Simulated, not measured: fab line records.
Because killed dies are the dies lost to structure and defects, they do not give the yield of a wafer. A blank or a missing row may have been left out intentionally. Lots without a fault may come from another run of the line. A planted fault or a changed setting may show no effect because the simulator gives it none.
fab line records	flow n5-finfet
record lots=11	wafers=32	last-day=17
route steps=1938 shown MIM_TOP@1837 MIM_TOP_LITHO@1847 MIM_TOP_ETCH@1851 MIM_BOT_ETCH@1867
lots that met no fault: from a run of the same line without faults
start-h: the number of hours between the record's first day and the start of the first shown wafer of the lot	wait-h: hours from the lot's prior step to this one	" unchanged from the row above	L1.1+2: several wafers, shown together as one row	- value missing, or start not given	* or withheld: withheld	< > ~ a bound
route shown NAME@n: NAME is a module with steps in the file, n the number in the route of the first one	usual: mean and standard deviation over wafers with no fault	same: alike in all rows	chamber/n: place in a boat	sites: the reading at each site	_std_site: how widely they spread, as a standard deviation	_edge_site: mean of outer sites minus mean of inner sites	radius-mm: for every site, how far away it sits from the centre of the wafer	mask NAME#n: copy n	behind: the last tool/chamber to shape the wafer	hold: why the lot was held/for how many hours/how that ended	device: the transistor (n, p or np) that didn't switch	end of line: tests of these same wafers at the route's end	for a step that has no rows: nothing shown but its recipe	killed: not the wafer's yield, but the dies lost to structure and defects at the first sort	map: per-die view of a wafer (x killed, . not killed, _ where there is no die)
set.NAME: setting as actually run; set.NAME@STEP: the setting as run at that earlier step	model.NAME: the simulator's own value behind a step, which no gauge read
steps of the route over a sample of lots; a table a step, a row a wafer
services: from which hour (start-h, from the record's first day; less than 0 if before it) a tool's chamber was out of use, for how many hours, and why
## steps
# step N5_MIM_TOP_DEGAS_04
# recipe ambient=vacuum	temp-c=300	time-s=60
# usual heater-power-w=452/51	susceptor-temp-C=300.02/0.21
lot.wafer	tool	chamber	start-h	wait-h	heater-power-w	susceptor-temp-C
L256.1	pvd-sputter-03	-	274.90	-	378	300.01
L256.3	"	-	"	"	418	300.18
L256.4	"	-	"	"	474	300.07
L259.1	pvd-sputter-03	-	275.16	-	465	299.68
L259.4	"	-	"	"	431	299.69
L259.5	"	-	"	"	425	299.61
L258.1	pvd-sputter-01	-	277.72	-	434	300.42
L258.2	"	-	"	"	425	299.76
L258.4	"	-	"	"	526	300.51
L261.1	pvd-sputter-02	-	286.92	-	428	300.29
L261.3	"	-	"	"	427	299.79
L261.4	"	-	"	"	431	299.88
L260.3	pvd-sputter-01	-	290.70	-	524	300.35
L260.4	"	-	"	"	451	299.92
L260.5	"	-	"	"	431	300.22
L262.2	pvd-sputter-03	-	295.07	-	469	299.89
L262.5	"	-	"	"	473	300.50
L262.6	"	-	"	"	386	300.43
L264.2	pvd-sputter-01	-	322.88	-	419	299.92
L264.4	"	-	"	"	424	299.70
L264.5	"	-	"	"	408	299.72
L269.5	pvd-sputter-03	-	356.87	-	385	299.92
L269.6	"	-	"	"	477	300.07
L274.2	pvd-sputter-03	-	377.00	-	382	300.05
L274.4	"	-	"	"	463	299.82
L274.5	"	-	"	"	460	299.77
L277.1	pvd-sputter-01	-	390.76	-	526	300.22
L277.4	"	-	"	"	441	299.86
L277.6	"	-	"	"	437	299.85
L279.3	pvd-sputter-03	-	395.56	-	467	299.98
L279.5	"	-	"	"	386	300.12
L279.6	"	-	"	"	459	300.13
# step N5_MIM_TOP_LITHO_CD_MEAS_08
# recipe target-cd-nm=2000	landing-energy-ev=500	detector=se-inlens
# usual cd-nm=1999.7/1.7
lot.wafer	tool	chamber	start-h	wait-h	cd-nm
L256.1	cd-sem-03	0	275.33	-	2001.6
L256.3	"	0	"	"	1997.4
L256.4	"	0	"	"	1999.5
L259.1	cd-sem-01	0	275.60	-	1999.8
L259.4	"	0	"	"	1999.5
L259.5	"	0	"	"	2003.6
L258.1	cd-sem-02	0	278.17	-	1998.0
L258.2	"	0	"	"	1997.8
L258.4	"	0	"	"	1997.4
L261.1	cd-sem-01	0	287.35	-	1997.4
L261.3	"	0	"	"	1998.7
L261.4	"	0	"	"	1996.8
L260.3	cd-sem-02	0	291.14	-	2000.6
L260.4	"	0	"	"	1999.6
L260.5	"	0	"	"	1999.7
L262.2	cd-sem-02	0	295.50	-	1999.2
L262.5	"	0	"	"	1999.7
L262.6	"	0	"	"	1998.5
L264.2	cd-sem-01	0	323.31	-	1998.4
L264.4	"	0	"	"	1999.9
L264.5	"	0	"	"	2002.2
L269.5	cd-sem-01	0	357.29	-	2001.3
L269.6	"	0	"	"	2001.7
L274.2	cd-sem-02	0	377.43	-	2001.5
L274.4	"	0	"	"	2000.9
L274.5	"	0	"	"	2000.4
L277.1	cd-sem-01	0	391.19	-	2002.0
L277.4	"	0	"	"	2000.5
L277.6	"	0	"	"	2000.9
L279.3	cd-sem-02	0	396.12	-	1998.0
L279.5	"	0	"	"	1998.5
L279.6	"	0	"	"	1995.2
# step N5_MIM_TOP_ETCH_ETCH_00
# recipe chemistry=Cl2/BCl3	target=TiN	target-depth-a=385	ion-energy-ev=150	pressure-mtorr=10	icp-w=1000	bias-w=126	Cl2_flow_sccm=53.25	bcl3-flow-sccm=21.75	Ar_flow_sccm=25
# usual drypump-motor-current-A=5.7/0.48	oes-product-au=0.77/0.12	throttle-valve-pct=22.6/0.33
lot.wafer	tool	chamber	start-h	wait-h	drypump-motor-current-A	oes-product-au	rf-hours-counter-h	throttle-valve-pct
L256.1	rie-metal-01	1	275.51	0.1	5.7	0.72	55	22.3
L256.3	"	1	"	"	5.7	0.73	-	22.3
L256.4	"	0	"	"	5.7	0.67	-	23.3
L259.1	rie-metal-01	1	275.84	0.1	5.7	0.71	55	22.3
L259.4	"	0	"	"	5.7	0.66	-	23.3
L259.5	"	1	"	"	5.6	0.71	-	22.3
L258.1	rie-metal-01	0	278.34	0.1	5.7	0.67	87	23.3
L258.2	"	1	"	"	5.7	0.72	56	22.3
L258.4	"	1	"	"	5.7	0.72	-	22.3
L261.1	rie-metal-02	1	288.60	0.1	6.5	0.68	108	22.4
L261.3	"	1	"	"	6.5	0.68	-	22.4
L261.4	"	0	"	"	5.2	0.65	-	22.5
L260.3	rie-metal-02	1	292.32	0.1	6.5	0.68	-	22.4
L260.4	"	0	"	"	5.1	0.66	-	22.5
L260.5	"	1	"	"	6.5	0.67	-	22.4
L262.2	rie-metal-02	1	295.80	0.1	6.5	0.67	109	22.4
L262.5	"	1	"	"	6.5	0.67	-	22.4
L262.6	"	0	"	"	5.1	0.66	-	22.5
L264.2	rie-metal-02	0	323.48	0.1	5.1	0.66	97	22.5
L264.4	"	0	"	"	5.2	0.65	-	22.5
L264.5	"	1	"	"	6.5	0.68	-	22.4
L269.5	rie-metal-02	1	357.61	0.2	6.5	0.97	-	22.4
L269.6	"	0	"	"	5.1	0.64	-	22.5
L274.2	rie-metal-01	0	377.60	0.1	5.7	0.98	1	23.2
L274.4	"	0	"	"	5.7	0.97	-	23.2
L274.5	"	1	"	"	5.6	0.70	-	22.3
L277.1	rie-metal-01	1	391.39	0.1	5.7	0.70	66	22.3
L277.4	"	0	"	"	5.7	0.98	-	23.2
L277.6	"	0	"	"	5.7	0.97	-	23.2
L279.3	rie-metal-01	1	396.33	0.1	5.7	0.69	-	22.3
L279.5	"	1	"	"	5.7	0.69	-	22.3
L279.6	"	0	"	"	5.7	0.95	-	23.2
# step N5_MIM_BOT_ETCH_ETCH_03
# recipe chemistry=Cl2/BCl3	target-depth-a=120	pressure-mtorr=8	icp-w=800	bias-w=100	Cl2_flow_sccm=20	bcl3-flow-sccm=80
# usual drypump-motor-current-A=5.7/0.55	oes-product-au=0.76/0.12	throttle-valve-pct=27.38/0.28
lot.wafer	tool	chamber	start-h	wait-h	drypump-motor-current-A	oes-product-au	rf-hours-counter-h	throttle-valve-pct
L256.1	rie-metal-02	1	276.45	0.1	6.5	0.68	106	27.17
L256.3	"	0	"	"	5.2	0.67	-	27.20
L256.4	"	1	"	"	6.5	0.68	-	27.20
L259.1	rie-metal-03	1	276.98	0.1	4.9	0.79	28	27.46
L259.4	"	1	"	"	4.9	0.79	-	27.47
L259.5	"	1	"	"	4.9	0.80	-	27.45
L258.1	rie-metal-01	1	279.35	0.1	5.7	0.72	56	27.17
L258.2	"	0	"	"	5.7	0.66	87	28.06
L258.4	"	0	"	"	5.6	0.67	-	28.07
L261.1	rie-metal-02	1	290.60	0.1	6.5	0.67	109	27.16
L261.3	"	1	"	"	6.5	0.68	-	27.18
L261.4	"	0	"	"	5.2	0.67	-	27.18
L260.3	rie-metal-02	0	293.27	0.1	5.1	0.66	-	27.20
L260.4	"	1	"	"	6.5	0.67	-	27.20
L260.5	"	1	"	"	6.5	0.67	-	27.17
L262.2	rie-metal-02	0	296.92	0.1	5.2	0.66	96	27.20
L262.5	"	0	"	"	5.1	0.66	-	27.20
L262.6	"	1	"	"	6.5	0.68	-	27.18
L264.2	rie-metal-02	1	324.49	0.1	6.5	0.66	111	27.19
L264.4	"	1	"	"	6.5	0.67	-	27.18
L264.5	"	0	"	"	5.2	0.66	-	27.19
L269.5	rie-metal-02	0	358.41	0.1	5.2	0.64	-	27.21
L269.6	"	1	"	"	6.5	1.39	-	27.31
L274.2	rie-metal-01	0	378.60	0.1	5.7	0.98	1	28.10
L274.4	"	0	"	"	5.7	0.97	-	28.08
L274.5	"	1	"	"	5.7	0.70	-	27.19
L277.1	rie-metal-01	1	392.21	0.1	5.7	0.70	66	27.19
L277.4	"	1	"	"	5.7	0.70	-	27.19
L277.6	"	1	"	"	5.7	0.71	-	27.20
L279.3	rie-metal-01	0	397.25	0.1	5.6	0.95	-	28.10
L279.5	"	1	"	"	5.6	0.69	-	27.20
L279.6	"	0	"	"	5.7	0.96	-	28.09
## services
tool	chamber	start-h	hours	kind
rie-metal-03	0	261.91	-	clean
rie-metal-03	0	261.91	17.3	scheduled-down
rie-metal-03	0	261.91	17.3	vent-cycle
rie-metal-03	1	315.84	18.4	repair
rie-metal-02	1	328.68	-	clean
rie-metal-02	1	328.68	18.1	scheduled-down
rie-metal-02	1	328.68	18.1	vent-cycle
pvd-sputter-01	-	335.05	1.8	repair
rie-metal-01	0	346.92	-	clean
rie-metal-01	0	346.92	19.3	scheduled-down
rie-metal-01	0	346.92	19.3	vent-cycle
pvd-sputter-01	-	354.34	9.6	repair
rie-metal-02	-	366.12	0.7	repair
pvd-sputter-01	-	366.21	1.5	repair
rie-metal-02	0	392.72	-	clean
rie-metal-02	0	392.72	13.4	scheduled-down
rie-metal-02	0	392.72	13.4	vent-cycle
## key
first-sign step=N5_MIM_BOT_ETCH_ETCH_03	reading=oes-product-au	direction=up	sigmas=5.3	usual=0.76	struck=1.39
effect none on later readings
met-at N5_MIM_BOT_ETCH_ETCH_03
struck-lots L269
struck-wafers L269.6
not-acting-at N5_MIM_TOP_DEGAS_04,N5_MIM_TOP_LITHO_CD_MEAS_08,N5_MIM_TOP_ETCH_ETCH_00
onset-between 324.49 358.41
fault kind=process-parameter-drift	tool=rie-metal-02	chamber=-	onset-h=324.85	steps=N5_MIM_BOT_ETCH_ETCH_03	channel=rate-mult	offset=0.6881	shape=step	end-h=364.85	scope=struck-wafers-only
